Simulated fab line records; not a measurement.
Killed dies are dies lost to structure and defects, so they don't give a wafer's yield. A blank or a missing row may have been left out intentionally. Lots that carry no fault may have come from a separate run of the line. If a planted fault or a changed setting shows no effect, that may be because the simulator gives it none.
Chamber matching    flow nand_harc    3 sister chambers for NHARC_A_CONTACT_DEP_24 on pecvd-04
The step deposits SiO2, target thk 500 nm. 16 wafers are shown with their chamber, then 8 later ones without.

WAFERS, EACH WITH ITS CHAMBER
wafer   chamber  heater_power_w (W)  throttle_valve_pct (%)  mfc_precursor_sccm (sccm)
L075.4  0        584                 16.0                    161.5
L075.5  2        372                 16.1                    161.1
L075.6  1        743                 15.7                    161.8
L081.1  1        714                 15.3                    162.5
L081.4  1        746                 15.6                    161.0
L081.5  0        658                 15.7                    160.7
L084.1  2        474                 15.8                    161.7
L084.2  1        738                 15.5                    161.4
L084.6  2        345                 15.8                    161.4
L086.1  1        727                 15.5                    161.8
L086.2  0        697                 15.6                    161.6
L086.6  2        353                 15.9                    161.5
L087.1  1        786                 15.7                    161.3
L087.4  1        612                 15.4                    161.7
L087.6  0        699                 15.8                    161.0
L089.1  1        706                 15.6                    161.1

SIGNATURES, as means of the wafers listed above
reading             chamber 0  chamber 1  chamber 2  scatter within a chamber
heater_power_w      659.50     721.50     386.00     53.5
throttle_valve_pct  15.775     15.537     15.900     0.148
mfc_precursor_sccm  161.200    161.575    161.425    0.426
Rule: distance of a wafer from a chamber = root of the sum over the readings of ((wafer's reading minus chamber's mean) / reading's scatter) squared. If the next closest chamber is less than 2 further off than the closest, the wafer can't be placed; otherwise it belongs to the closest. The scatter: take each reading less its chamber's mean, square it, sum over the shown wafers, divide by the number of wafers less the number of chambers, and take the root.

WAFERS WITHOUT THEIR CHAMBER
wafer   heater_power_w (W)  throttle_valve_pct (%)  mfc_precursor_sccm (sccm)
L089.4  662                 15.8                    161.3
L089.5  345                 15.8                    161.7
L094.2  621                 15.6                    161.6
L094.3  380                 16.0                    161.7
L094.5  730                 15.3                    161.8
L092.3  688                 15.6                    161.2
L092.5  641                 15.7                    161.2
L092.6  726                 15.5                    161.7

WHICH CHAMBER EACH ONE RAN IN
wafer   from the rows above      in truth
L089.4  can't be placed: 0 or 1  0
L089.5  2                        2
L094.2  can't be placed: 0 or 1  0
L094.3  2                        2
L094.5  1                        1
L092.3  can't be placed: 1 or 0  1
L092.5  can't be placed: 0 or 1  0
L092.6  1                        1
4 of 8 placed correctly. These rows do not allow placing 4 (true chamber among the candidates in 4). Placed wrongly: 0.
